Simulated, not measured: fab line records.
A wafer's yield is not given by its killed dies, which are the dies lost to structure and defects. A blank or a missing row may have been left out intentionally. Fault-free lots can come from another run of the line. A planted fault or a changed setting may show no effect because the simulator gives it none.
Matching of chambers | flow n5Finfet | 3 sister chambers for N5_BEOL_M11_CURE_72 on uvCure-01
The step cures SiCOH lowk, time 120 s. 6 wafers are shown with their chamber, then 12 later ones without.

## EACH WAFER AND ITS CHAMBER
wafer  | chamber | wafer_temp_C_max | lampPowerPct (%)
L082.3 | 1       | 372.1            | 52.29
L082.6 | 1       | 371.6            | 52.34
L085.5 | 0       | 371.4            | 52.38
L085.6 | 0       | 371.7            | 52.30
L086.4 | 2       | 371.3            | 52.33
L086.5 | 2       | 370.7            | 52.26

## WAFERS MISSING THEIR CHAMBER
wafer  | wafer_temp_C_max | lampPowerPct (%)
L090.1 | 371.9            | 52.29
L090.3 | 371.9            | 52.23
L090.6 | 372.1            | 52.36
L092.2 | 372.4            | 52.33
L092.3 | 372.4            | 52.24
L092.6 | 372.5            | 52.33
L095.2 | 371.1            | 52.32
L095.4 | 371.0            | 52.23
L095.5 | 370.8            | 52.37
L096.3 | 372.0            | 52.27
L096.4 | 371.6            | 52.31
L096.5 | 371.5            | 52.30

## THE CHAMBER EACH PASSED THROUGH
wafer  | from the rows above          | in truth
L090.1 | can't be placed: 1 or 0      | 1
L090.3 | can't be placed: 1 or 0 or 2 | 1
L090.6 | can't be placed: 1 or 0      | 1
L092.2 | can't be placed: 1 or 0      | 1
L092.3 | can't be placed: 1 or 0      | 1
L092.6 | can't be placed: 1 or 0      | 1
L095.2 | can't be placed: 2 or 0 or 1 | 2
L095.4 | can't be placed: 2 or 0 or 1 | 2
L095.5 | can't be placed: 2 or 0 or 1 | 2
L096.3 | can't be placed: 1 or 0 or 2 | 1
L096.4 | can't be placed: 0 or 1 or 2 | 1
L096.5 | can't be placed: 0 or 1 or 2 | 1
Correct placement for 0 of the 12. Can't be placed from these rows: 12 (the true chamber is among the candidates in 12). Placed wrongly: 0.
How it was worked out, from the rows above alone: a wafer's distance from a chamber is the root of the sum, over the readings, of the square of ((its reading less the chamber's mean) divided by the reading's scatter). The wafer belongs to the nearest chamber; if the next one is less than 2 further off, it can't be placed. Each chamber's mean is taken over the wafers shown for it. The scatter: the root of (the sum of the squares of (reading less its chamber's mean) over the shown wafers, divided by (wafers less chambers)).
